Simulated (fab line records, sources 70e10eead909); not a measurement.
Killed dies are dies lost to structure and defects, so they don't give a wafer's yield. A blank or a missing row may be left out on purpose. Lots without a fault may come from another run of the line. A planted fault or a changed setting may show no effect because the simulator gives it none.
Which tool did it? | flow nand_harc | 21 lots, 63 wafers sampled, at 6 steps of a route of 1302

WHAT THE GAUGES READ, wafer by wafer
The record holds no reading of a measuring or inspecting step that can be judged against a usual standard deviation.

WHICH TOOL RAN EACH LOT (tool, then ch and the chambers of the sampled wafers, then the start)
lot  | NHARC_A_CHANNEL_HOLE_D1_ETCH_24  | NHARC_A_DECK1_JOINT_DEP_16      | NHARC_A_CHANNEL_HOLE_D2_STRIP_28              | NHARC_A_CHANNEL_FILL_D2_ETCHBACK_20 | NHARC_A_CHANNEL_FILL_D2_STRIP_28   | NHARC_A_CHANNEL_FILL_D2_STRIP_29
L074 | har_etch-02 ch 0,1, day 8 17:39  | pecvd-01 ch 0,2, day 12 11:19   | rie_diel-03 ch 0,1, day 14 13:46 or earlier   | rie_diel-08 ch 1,2,3, day 14 13:46  | rie_diel-08 ch 0,1,3, day 14 13:50 | rie_diel-10 ch 0,1,3, no start
L076 | har_etch-02 ch 0,1, day 9 17:47  | pecvd-03 ch 0,1, day 13 05:22   | rie_diel-02 ch 0,1,3, day 15 12:04 or earlier | rie_diel-10 ch 0,1,3, day 15 12:04  | rie_diel-10 ch 0,1,2, day 15 12:08 | rie_diel-08 ch 0,2, no start
L077 | har_etch-01 ch 0,1, day 9 19:46  | pecvd-01 ch 0,1,2, day 13 05:23 | rie_diel-03 ch 0,1,3, day 15 16:36 or earlier | rie_diel-13 ch 1,2,3, day 15 16:36  | rie_diel-13 ch 1,2,3, day 15 16:41 | rie_diel-13 ch 0,3, no start
L078 | har_etch-01 ch 0,1, day 10 01:25 | pecvd-02 ch 0,1, day 13 22:46   | rie_diel-03 ch 1,2,3, day 15 23:16 or earlier | rie_diel-10 ch 1,2, day 15 23:16    | rie_diel-10 ch 1,3, day 15 23:21   | rie_diel-10 ch 0,1, no start
L079 | har_etch-01 ch 0,1, day 10 18:40 | pecvd-02 ch 1,2, day 14 13:08   | rie_diel-11 ch 0,1,3, day 16 13:57 or earlier | rie_diel-13 ch 0,1,2, day 16 13:57  | rie_diel-13 ch 1,2,3, day 16 14:02 | rie_diel-08 ch 1,2,3, day 17 07:40
L075 | har_etch-01 ch 0,1, day 11 05:44 | pecvd-02 ch 0,1,2, day 15 08:43 | rie_diel-11 ch 1,2,3, day 17 09:26 or earlier | rie_diel-10 ch 0,1,3, day 17 09:26  | rie_diel-10 ch 0,1,3, day 17 09:31 | rie_diel-08 ch 0,1,3, day 18 03:29
L081 | har_etch-01 ch 1, day 11 14:25   | pecvd-01 ch 0,1,2, day 15 08:43 | rie_diel-02 ch 0,1,2, day 17 09:26 or earlier | rie_diel-13 ch 0,2,3, day 17 09:26  | rie_diel-13 ch 0,1,2, day 17 09:31 | rie_diel-13 ch 1,2, no start
L084 | har_etch-01 ch 0,1, day 12 14:08 | pecvd-01 ch 1,2, day 16 06:05   | rie_diel-03 ch 1,2,3, day 18 05:46 or earlier | rie_diel-10 ch 1,2,3, day 18 05:46  | rie_diel-10 ch 0,2, day 18 05:50   | rie_diel-10 ch 0,1,2, no start
L083 | har_etch-02 ch 0,1, day 12 14:35 | pecvd-03 ch 0,1,2, day 16 03:31 | rie_diel-02 ch 0,2, day 18 05:45 or earlier   | rie_diel-08 ch 0,3, day 18 05:45    | rie_diel-08 ch 0,1, day 18 05:52   | rie_diel-08 ch 0,1, no start
L085 | har_etch-01 ch 0,1, day 13 12:02 | pecvd-01 ch 0,1, day 17 06:03   | rie_diel-02 ch 0,1, day 19 08:14 or earlier   | rie_diel-10 ch 1,2, day 19 08:14    | rie_diel-10 ch 0,1,2, day 19 08:22 | rie_diel-10 ch 1,2,3, no start
L086 | har_etch-02 ch 0,1, day 13 16:03 | pecvd-03 ch 0,1,2, day 17 08:38 | rie_diel-03 ch 0,1,3, day 19 08:15 or earlier | rie_diel-13 ch 1,3, day 19 08:15    | rie_diel-13 ch 0,3, day 19 08:20   | rie_diel-08 ch 1,2,3, no start
L087 | har_etch-01 ch 0,1, day 14 13:05 | pecvd-03 ch 0,2, day 18 09:12   | rie_diel-02 ch 0,2,3, day 20 13:10 or earlier | rie_diel-10 ch 0,1,2, day 20 13:10  | rie_diel-10 ch 0,1,2, day 20 13:16 | rie_diel-13 ch 0,1,2, no start
L088 | har_etch-02 ch 1, day 14 18:58   | pecvd-03 ch 1,2, day 18 15:58   | rie_diel-11 ch 1,2, day 20 20:05 or earlier   | rie_diel-08 ch 0,1,3, day 20 20:05  | rie_diel-08 ch 0,1,2, day 20 20:10 | rie_diel-13 ch 2,3, no start
L089 | har_etch-02 ch 1, day 15 03:35   | pecvd-02 ch 0,1, day 18 15:46   | rie_diel-02 ch 1,2, day 20 20:01 or earlier   | rie_diel-13 ch 1,3, day 20 20:01    | rie_diel-13 ch 2,3, day 20 20:50   | rie_diel-10 ch 0,1,2, no start
L090 | har_etch-01 ch 1, day 15 03:42   | pecvd-01 ch 0,1, day 18 15:44   | rie_diel-03 ch 1,2, day 20 20:01 or earlier   | rie_diel-08 ch 0,2,3, day 20 20:01  | rie_diel-08 ch 0,2, day 20 20:07   | rie_diel-08 ch 0,1,3, no start
L091 | har_etch-01 ch 0,1, day 15 16:42 | pecvd-03 ch 1,2, day 19 10:02   | rie_diel-11 ch 0,1,3, day 21 12:10 or earlier | rie_diel-10 ch 0,3, day 21 12:10    | rie_diel-10 ch 0,1,3, day 21 12:14 | rie_diel-10 ch 0,1, no start
L092 | har_etch-02 ch 0,1, day 15 20:19 | pecvd-01 ch 1,2, day 19 12:39   | rie_diel-02 ch 1,2,3, day 21 12:10 or earlier | rie_diel-13 ch 0,2,3, day 21 12:10  | rie_diel-13 ch 0,1,2, day 21 12:16 | rie_diel-08 ch 0,1,2, no start
L093 | har_etch-01 ch 0,1, day 16 09:23 | pecvd-02 ch 1,2, day 20 04:16   | rie_diel-02 ch 1,2, day 22 06:09 or earlier   | rie_diel-08 ch 0,1,2, day 22 06:09  | rie_diel-08 ch 0,1,3, day 22 06:13 | rie_diel-10 ch 0,2,3, no start
L094 | har_etch-01 ch 0,1, day 17 07:58 | pecvd-03 ch 0,1, day 21 01:06   | rie_diel-11 ch 1,3, day 23 02:43 or earlier   | rie_diel-08 ch 0,2, day 23 02:43    | rie_diel-08 ch 0,2, day 23 02:48   | rie_diel-10 ch 0,2,3, no start
L095 | har_etch-01 ch 0,1, day 17 15:50 | pecvd-03 ch 0,1,2, day 21 03:11 | rie_diel-03 ch 1,2, day 23 14:56 or earlier   | rie_diel-13 ch 0,1, day 23 14:56    | rie_diel-13 ch 0,3, day 23 15:01   | rie_diel-13 ch 0,1, no start
L097 | har_etch-01 ch 0,1, day 17 22:44 | pecvd-02 ch 0,1, day 21 16:40   | rie_diel-03 ch 1,2,3, day 23 14:55 or earlier | rie_diel-10 ch 0,1, day 23 14:55    | rie_diel-10 ch 0,1,3, day 23 15:02 | rie_diel-08 ch 0,1, no start
- NHARC_A_CHANNEL_HOLE_D1_ETCH_24: etches the open film in C4F8/O2/Ar, time 906.2 s, target depth 1500 nm.
- NHARC_A_DECK1_JOINT_DEP_16: deposits SiO2, target thk 45 nm.
- NHARC_A_CHANNEL_HOLE_D2_STRIP_28: strips in O2.
- NHARC_A_CHANNEL_FILL_D2_ETCHBACK_20: etches the open film in C4F8/O2/Ar, target depth 27 nm, time 13.5 s.
- NHARC_A_CHANNEL_FILL_D2_STRIP_28: strips in O2, time 20 s.
- NHARC_A_CHANNEL_FILL_D2_STRIP_29: strips in O2, time 20 s.

WHAT THE TOOLS THEMSELVES READ (means of the sampled wafers that have a number; where no wafer has one, the mark that the record gives instead)
NHARC_A_CHANNEL_HOLE_D1_ETCH_24. Usual: drypump_motor_current_A 5.9 A, standard deviation 0.45; he_backside_leak_sccm 6.1 sccm, standard deviation 0.84; mfc_ar_sccm 374.7 sccm, standard deviation 1.2; showerhead_plenum_p_Torr 3.62 Torr, standard deviation 0.054; throttle_valve_pct 32.236 %, standard deviation 0.0093.
lot  | tool        | drypump_motor_current_A (A) | he_backside_leak_sccm (sccm) | mfc_ar_sccm (sccm) | showerhead_plenum_p_Torr (Torr) | throttle_valve_pct (%) | flag
L074 | har_etch-02 | 6.0                         | 6.4                          | 375.3              | 3.69                            | 32.238                 |
L076 | har_etch-02 | 5.6                         | 6.5                          | 372.1              | 3.69                            | 32.234                 |
L077 | har_etch-01 | 5.9                         | 5.4                          | 375.5              | 3.65                            | 32.236                 |
L078 | har_etch-01 | 5.9                         | 5.5                          | 374.4              | 3.64                            | 32.239                 |
L079 | har_etch-01 | 6.1                         | 6.7                          | 374.7              | 3.61                            | 32.232                 |
L075 | har_etch-01 | 6.1                         | 5.6                          | 374.8              | 3.60                            | 32.235                 |
L081 | har_etch-01 | 5.8                         | 5.4                          | 374.9              | 3.67                            | 32.231                 |
L084 | har_etch-01 | 5.9                         | 5.3                          | 374.4              | 3.63                            | 32.236                 |
L083 | har_etch-02 | 5.6                         | 7.3                          | 374.3              | 3.66                            | 32.232                 |
L085 | har_etch-01 | 5.9                         | 5.4                          | 374.8              | 3.62                            | 32.240                 |
L086 | har_etch-02 | 6.0                         | 6.2                          | 375.1              | 3.65                            | 32.235                 |
L087 | har_etch-01 | 6.0                         | 5.6                          | 374.5              | 3.61                            | 32.243                 |
L088 | har_etch-02 | 5.1                         | 7.2                          | 374.7              | 3.65                            | 32.239                 |
L089 | har_etch-02 | 5.1                         | 7.1                          | 373.8              | 3.65                            | 32.235                 |
L090 | har_etch-01 | 5.8                         | 5.6                          | 374.1              | 3.64                            | 32.235                 |
L091 | har_etch-01 | 6.1                         | 6.0                          | 375.7              | 3.57                            | 32.235                 |
L092 | har_etch-02 | 5.5                         | 6.8                          | 374.1              | 3.64                            | 32.239                 |
L093 | har_etch-01 | 6.1                         | 6.1                          | 375.4              | 3.56                            | 32.240                 |
L094 | har_etch-01 | 5.9                         | 5.6                          | 374.3              | 3.59                            | 32.241                 |
L095 | har_etch-01 | 6.1                         | 6.0                          | 374.8              | 3.55                            | 32.232                 |
L097 | har_etch-01 | 6.1                         | 6.2                          | 373.6              | 3.55                            | 32.230                 |

NHARC_A_DECK1_JOINT_DEP_16. Usual: heater_power_w 563 W, standard deviation 110; mfc_precursor_sccm 161.5 sccm, standard deviation 0.48; throttle_valve_pct 15.9 %, standard deviation 0.54.
lot  | tool     | heater_power_w (W) | mfc_precursor_sccm (sccm) | throttle_valve_pct (%) | flag
L074 | pecvd-01 | 703                | 161.6                     | 15.7                   |
L076 | pecvd-03 | 583                | 161.5                     | 16.1                   |
L077 | pecvd-01 | 598                | 160.9                     | 16.1                   |
L078 | pecvd-02 | 554                | 161.2                     | 15.0                   |
L079 | pecvd-02 | 610                | 161.5                     | 16.1                   |
L075 | pecvd-02 | 551                | 161.6                     | 15.7                   |
L081 | pecvd-01 | 639                | 161.0                     | 15.6                   |
L084 | pecvd-01 | 566                | 161.4                     | 16.2                   |
L083 | pecvd-03 | 480                | 161.4                     | 16.3                   |
L085 | pecvd-01 | 722                | 161.0                     | 15.5                   |
L086 | pecvd-03 | 501                | 161.9                     | 15.8                   |
L087 | pecvd-03 | 439                | 161.5                     | 15.8                   |
L088 | pecvd-03 | 482                | 161.5                     | 16.2                   |
L089 | pecvd-02 | 567                | 161.5                     | 15.2                   |
L090 | pecvd-01 | 629                | 161.5                     | 15.8                   |
L091 | pecvd-03 | 529                | 161.7                     | 16.3                   |
L092 | pecvd-01 | 536                | 161.9                     | 16.2                   |
L093 | pecvd-02 | 670                | 161.4                     | 15.8                   |
L094 | pecvd-03 | 481                | 161.7                     | 15.9                   |
L095 | pecvd-03 | 488                | 161.5                     | 16.0                   |
L097 | pecvd-02 | 578                | 161.6                     | 15.7                   |

NHARC_A_CHANNEL_HOLE_D2_STRIP_28. Usual: drypump_motor_current_A 5.8 A, standard deviation 0.41; mfc_ar_sccm 0.007 sccm, standard deviation 0.01; oes_product_au 1.001 a.u., standard deviation 0.0096; rf_vpp_V 57.9 V, standard deviation 0.98; showerhead_plenum_p_Torr 3.60 Torr, standard deviation 0.12; throttle_valve_pct 17.037 %, standard deviation 0.0092.
lot  | tool        | drypump_motor_current_A (A) | mfc_ar_sccm (sccm) | oes_product_au (a.u.) | rf_vpp_V (V) | showerhead_plenum_p_Torr (Torr) | throttle_valve_pct (%) | flag
L074 | rie_diel-03 | 5.5                         | 0.015              | 0.999                 | 58.8         | 3.73                            | 17.038                 |
L076 | rie_diel-02 | 6.1                         | 0.007              | 1.009                 | 59.5         | 3.61                            | 17.050                 |
L077 | rie_diel-03 | 5.6                         | 0.008              | 1.006                 | 58.6         | 3.72                            | 17.046                 |
L078 | rie_diel-03 | 5.8                         | 0.007              | 1.007                 | 58.1         | 3.58                            | 17.026                 |
L079 | rie_diel-11 | 5.7                         | 0.000              | 0.997                 | 56.9         | 3.50                            | 17.036                 |
L075 | rie_diel-11 | 5.8                         | 0.011              | 1.006                 | 57.7         | 3.57                            | 17.049                 |
L081 | rie_diel-02 | 6.1                         | 0.008              | 1.008                 | 58.5         | 3.64                            | 17.034                 |
L084 | rie_diel-03 | 5.7                         | 0.007              | 0.995                 | 57.6         | 3.58                            | 17.036                 |
L083 | rie_diel-02 | 6.1                         | 0.003              | 1.001                 | 58.0         | 3.69                            | 17.023                 |
L085 | rie_diel-02 | 6.0                         | 0.006              | 1.002                 | 58.2         | 3.65                            | 17.027                 |
L086 | rie_diel-03 | 5.6                         | 0.008              | 1.002                 | 58.9         | 3.72                            | 17.041                 |
L087 | rie_diel-02 | 6.1                         | 0.003              | 1.003                 | 58.7         | 3.65                            | 17.041                 |
L088 | rie_diel-11 | 5.5                         | 0.022              | 1.001                 | 57.7         | 3.62                            | 17.028                 |
L089 | rie_diel-02 | 6.1                         | 0.014              | 1.005                 | 57.9         | 3.59                            | 17.044                 |
L090 | rie_diel-03 | 5.5                         | 0.007              | 1.003                 | 57.2         | 3.47                            | 17.041                 |
L091 | rie_diel-11 | 5.8                         | 0.000              | 0.981                 | 57.5         | 3.49                            | 17.034                 |
L092 | rie_diel-02 | 6.1                         | 0.009              | 0.996                 | 58.1         | 3.60                            | 17.030                 |
L093 | rie_diel-02 | 6.1                         | 0.014              | 1.003                 | 58.1         | 3.59                            | 17.039                 |
L094 | rie_diel-11 | 6.0                         | 0.001              | 0.991                 | 57.6         | 3.52                            | 17.032                 |
L095 | rie_diel-03 | 5.5                         | 0.007              | 0.992                 | 57.9         | 3.47                            | 17.036                 |
L097 | rie_diel-03 | 5.7                         | 0.007              | 1.003                 | 58.2         | 3.58                            | 17.043                 |

NHARC_A_CHANNEL_FILL_D2_ETCHBACK_20. Usual: oes_product_au 0.982 a.u., standard deviation 0.023; rf_vpp_V 981 V, standard deviation 4.8.
lot  | tool        | oes_product_au (a.u.) | rf_vpp_V (V) | flag
L074 | rie_diel-08 | 0.994                 | 981          |
L076 | rie_diel-10 | 0.988                 | 983          |
L077 | rie_diel-13 | 1.003                 | 976          |
L078 | rie_diel-10 | 0.954                 | 982          |
L079 | rie_diel-13 | 0.997                 | 978          |
L075 | rie_diel-10 | 0.992                 | 982          |
L081 | rie_diel-13 | 0.998                 | 975          |
L084 | rie_diel-10 | 0.994                 | 983          |
L083 | rie_diel-08 | 0.967                 | 979          |
L085 | rie_diel-10 | 0.996                 | 986          |
L086 | rie_diel-13 | 1.002                 | 978          |
L087 | rie_diel-10 | 0.995                 | 984          |
L088 | rie_diel-08 | 0.941                 | 980          |
L089 | rie_diel-13 | 0.995                 | 980          |
L090 | rie_diel-08 | 0.925                 | 983          |
L091 | rie_diel-10 | 0.989                 | 984          |
L092 | rie_diel-13 | 1.002                 | 975          |
L093 | rie_diel-08 | 1.001                 | 983          |
L094 | rie_diel-08 | 0.995                 | 983          |
L095 | rie_diel-13 | 0.991                 | 979          |
L097 | rie_diel-10 | 0.990                 | 981          |

NHARC_A_CHANNEL_FILL_D2_STRIP_28. Usual: drypump_motor_current_A 5.7 A, standard deviation 0.46; mfc_ar_sccm 0.013 sccm, standard deviation 0.014; oes_product_au 0.995 a.u., standard deviation 0.0094; rf_vpp_V 57.9 V, standard deviation 0.8; showerhead_plenum_p_Torr 3.60 Torr, standard deviation 0.12; throttle_valve_pct 17.036 %, standard deviation 0.0095.
lot  | tool        | drypump_motor_current_A (A) | mfc_ar_sccm (sccm) | oes_product_au (a.u.) | rf_vpp_V (V) | showerhead_plenum_p_Torr (Torr) | throttle_valve_pct (%) | flag
L074 | rie_diel-08 | 5.8                         | 0.024              | 0.992                 | 57.0         | 3.57                            | 17.048                 |
L076 | rie_diel-10 | 5.9                         | 0.005              | 0.988                 | 58.1         | 3.68                            | 17.036                 |
L077 | rie_diel-13 | 5.4                         | 0.011              | 0.995                 | 56.9         | 3.48                            | 17.028                 |
L078 | rie_diel-10 | 6.0                         | 0.010              | 0.989                 | 57.9         | 3.58                            | 17.039                 |
L079 | rie_diel-13 | 5.4                         | 0.011              | 1.004                 | 58.0         | 3.48                            | 17.031                 |
L075 | rie_diel-10 | 6.0                         | 0.012              | 0.996                 | 58.4         | 3.64                            | 17.031                 |
L081 | rie_diel-13 | 5.2                         | 0.011              | 1.005                 | 57.9         | 3.51                            | 17.034                 |
L084 | rie_diel-10 | 5.9                         | 0.009              | 0.989                 | 58.3         | 3.76                            | 17.033                 |
L083 | rie_diel-08 | 6.2                         | 0.030              | 1.002                 | 58.2         | 3.61                            | 17.036                 |
L085 | rie_diel-10 | 5.9                         | 0.005              | 0.994                 | 58.6         | 3.68                            | 17.046                 |
L086 | rie_diel-13 | 5.3                         | 0.000              | 1.002                 | 57.5         | 3.51                            | 17.033                 |
L087 | rie_diel-10 | 5.9                         | 0.005              | 0.993                 | 58.5         | 3.68                            | 17.040                 |
L088 | rie_diel-08 | 6.3                         | 0.022              | 1.002                 | 57.8         | 3.64                            | 17.037                 |
L089 | rie_diel-13 | 5.1                         | 0.011              | 1.008                 | 57.4         | 3.36                            | 17.037                 |
L090 | rie_diel-08 | 6.1                         | 0.037              | 0.998                 | 57.8         | 3.66                            | 17.032                 |
L091 | rie_diel-10 | 5.9                         | 0.012              | 0.987                 | 57.8         | 3.64                            | 17.033                 |
L092 | rie_diel-13 | 5.2                         | 0.011              | 0.995                 | 57.9         | 3.50                            | 17.034                 |
L093 | rie_diel-08 | 5.9                         | 0.024              | 0.996                 | 57.6         | 3.57                            | 17.039                 |
L094 | rie_diel-08 | 6.1                         | 0.037              | 1.000                 | 58.4         | 3.65                            | 17.032                 |
L095 | rie_diel-13 | 5.5                         | 0.000              | 1.000                 | 57.4         | 3.47                            | 17.037                 |
L097 | rie_diel-10 | 6.0                         | 0.012              | 0.981                 | 58.1         | 3.64                            | 17.035                 |

NHARC_A_CHANNEL_FILL_D2_STRIP_29. Usual: drypump_motor_current_A 5.8 A, standard deviation 0.47; mfc_ar_sccm 0.015 sccm, standard deviation 0.014; oes_product_au 0.994 a.u., standard deviation 0.011; rf_vpp_V 57.9 V, standard deviation 0.9; showerhead_plenum_p_Torr 3.61 Torr, standard deviation 0.11; throttle_valve_pct 17.036 %, standard deviation 0.0083.
lot  | tool        | drypump_motor_current_A (A) | mfc_ar_sccm (sccm) | oes_product_au (a.u.) | rf_vpp_V (V) | showerhead_plenum_p_Torr (Torr) | throttle_valve_pct (%) | flag
L074 | rie_diel-10 | 6.0                         | 0.012              | 0.986                 | 58.3         | 3.64                            | 17.032                 |
L076 | rie_diel-08 | 6.0                         | 0.037              | 0.997                 | 57.6         | 3.66                            | 17.043                 |
L077 | rie_diel-13 | 5.3                         | 0.000              | 1.005                 | 57.8         | 3.52                            | 17.035                 |
L078 | rie_diel-10 | 6.0                         | 0.004              | 0.990                 | 57.9         | 3.65                            | 17.041                 |
L079 | rie_diel-08 | 5.9                         | 0.016              | 0.993                 | 57.3         | 3.61                            | 17.030                 |
L075 | rie_diel-08 | 5.8                         | 0.024              | 0.994                 | 57.4         | 3.57                            | 17.039                 |
L081 | rie_diel-13 | 5.2                         | 0.016              | 1.006                 | 58.5         | 3.43                            | 17.039                 |
L084 | rie_diel-10 | 5.9                         | 0.005              | 0.985                 | 57.4         | 3.68                            | 17.037                 |
L083 | rie_diel-08 | 6.2                         | 0.030              | 0.996                 | 57.7         | 3.61                            | 17.036                 |
L085 | rie_diel-10 | 5.9                         | 0.013              | 0.986                 | 57.7         | 3.66                            | 17.035                 |
L086 | rie_diel-08 | 5.9                         | 0.016              | 0.997                 | 57.5         | 3.61                            | 17.033                 |
L087 | rie_diel-13 | 5.3                         | 0.011              | 1.001                 | 57.2         | 3.50                            | 17.036                 |
L088 | rie_diel-13 | 5.4                         | 0.005              | 1.012                 | 57.4         | 3.40                            | 17.039                 |
L089 | rie_diel-10 | 5.9                         | 0.005              | 0.987                 | 58.7         | 3.68                            | 17.036                 |
L090 | rie_diel-08 | 5.8                         | 0.024              | 0.994                 | 57.7         | 3.57                            | 17.036                 |
L091 | rie_diel-10 | 6.0                         | 0.004              | 0.980                 | 58.0         | 3.65                            | 17.035                 |
L092 | rie_diel-08 | 6.2                         | 0.022              | 1.004                 | 57.8         | 3.64                            | 17.036                 |
L093 | rie_diel-10 | 5.9                         | 0.015              | 0.979                 | 58.6         | 3.72                            | 17.034                 |
L094 | rie_diel-10 | 5.9                         | 0.015              | 0.983                 | 58.4         | 3.72                            | 17.038                 |
L095 | rie_diel-13 | 5.5                         | 0.011              | 0.994                 | 57.4         | 3.60                            | 17.035                 |
L097 | rie_diel-08 | 6.3                         | 0.030              | 1.004                 | 58.0         | 3.61                            | 17.034                 |

THE ANSWER, worked out from the rows above alone
Rule: a lot is off if the mean of its wafers that have a number lies more than 3 standard deviations from the usual mean. A lot without any number at a reading at which 4 lots or more have one is off too. The other lots that the step has rows for count as sound. The gauges are gone through in route order, then the tools' own readings, and for those a lot's mean is taken as printed above. The first step at which some lot is off is used, and at that step the reading that is off furthest; a lot without a number counts as furthest.
No lot is off at any reading shown: from this, nothing can be told.

WHAT THE SIMULATOR HAD PUT IN
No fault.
